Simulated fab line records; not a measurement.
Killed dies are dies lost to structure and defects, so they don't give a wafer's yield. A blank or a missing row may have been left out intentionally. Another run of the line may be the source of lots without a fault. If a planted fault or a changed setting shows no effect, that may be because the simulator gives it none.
One fault through the eyes of 2 desks | flow n5Finfet | numbers are kept per desk, each desk with only its own; the story behind them comes last

## FROM THE METROLOGY DESK
What the gauges read, lot by lot, whatever tool the lot ran on: means of the sampled wafers that have a number. Any lot whose mean is over 4 standard deviations away from the usual mean is out of limits and marked OUT; that distance is given in the brackets. It has 10 readings; the 7 that lie furthest out on some lot are the ones shown.
Columns: A = DIBL_N at N5_BEOL_M4_RC_MEAS_101, usual 36.3 mV/V; B = DIBL_P at N5_BEOL_M4_RC_MEAS_101, usual 36.5 mV/V; C = IOFF_P at N5_BEOL_M4_RC_MEAS_101, usual 0.22 nA/um; D = ION_N at N5_BEOL_M4_RC_MEAS_101, usual 676 uA/um; E = SS_P at N5_BEOL_M4_RC_MEAS_101, usual 73.3 mV/dec; F = VT_N at N5_BEOL_M4_RC_MEAS_101, usual 249.3 mV; G = VT_P at N5_BEOL_M4_RC_MEAS_101, usual -250 mV
lot  | first seen here | A    | B    | C    | D   | E    | F     | G
L243 | day 8 10:20     | 33.9 | 34.1 | 0.16 | 667 | 73.1 | 252.4 | -255
L244 | day 9 01:08     | 37.9 | 37.6 | 0.25 | 672 | 74.1 | 248.6 | -246
L246 | day 9 08:10     | 34.4 | 35.9 | 0.19 | 685 | 73.7 | 249.2 | -251
L245 | day 9 08:17     | 36.7 | 35.8 | 0.24 | 685 | 73.2 | 247.4 | -247
L247 | day 9 14:32     | 37.1 | 37.2 | 0.23 | 687 | 73.2 | 248.0 | -249
L248 | day 9 16:22     | 36.5 | 37.5 | 0.21 | 686 | 74.3 | 246.8 | -251
L256 | day 11 22:49    | 35.4 | 37.0 | 0.21 | 670 | 72.7 | 252.2 | -250
L258 | day 12 02:19    | 34.8 | 35.2 | 0.17 | 662 | 72.9 | 252.9 | -254
L257 | day 12 06:45    | 37.0 | 36.7 | 0.21 | 681 | 72.9 | 247.6 | -248
L263 | day 13 16:11    | 36.4 | 39.6 | 0.24 | 682 | 73.1 | 248.5 | -248
Result from this desk: across the 10 lots, nothing is out of limits.

## THE DEFECT DESK
Inspection counts along the route, by lot: the mean over sampled wafers that carry a number. Any lot whose mean is over 4 standard deviations away from the usual mean is out of limits and marked OUT; that distance is given in the brackets.
Columns: A = rawDefectCount at N5_BEOL_M0_INSPECT_127, usual 66
lot  | first seen here | A
L243 | day 5 23:28     | 57
L244 | day 6 08:31     | 36
L245 | day 6 14:25     | 66
L246 | day 6 16:02     | 85
L247 | day 6 22:33     | 45
L248 | day 6 22:58     | 71
L256 | day 9 06:12     | 47
L257 | day 9 15:22     | 80
L258 | day 9 18:12     | 68
L263 | day 11 00:43    | 102
Result from this desk: across the 10 lots, nothing is out of limits.

## BROUGHT TOGETHER
From the metrology desk's view, nothing was out of limits.
Nothing out of limits was seen by the defect desk.

## WHAT THE SIMULATOR HAD INSERTED
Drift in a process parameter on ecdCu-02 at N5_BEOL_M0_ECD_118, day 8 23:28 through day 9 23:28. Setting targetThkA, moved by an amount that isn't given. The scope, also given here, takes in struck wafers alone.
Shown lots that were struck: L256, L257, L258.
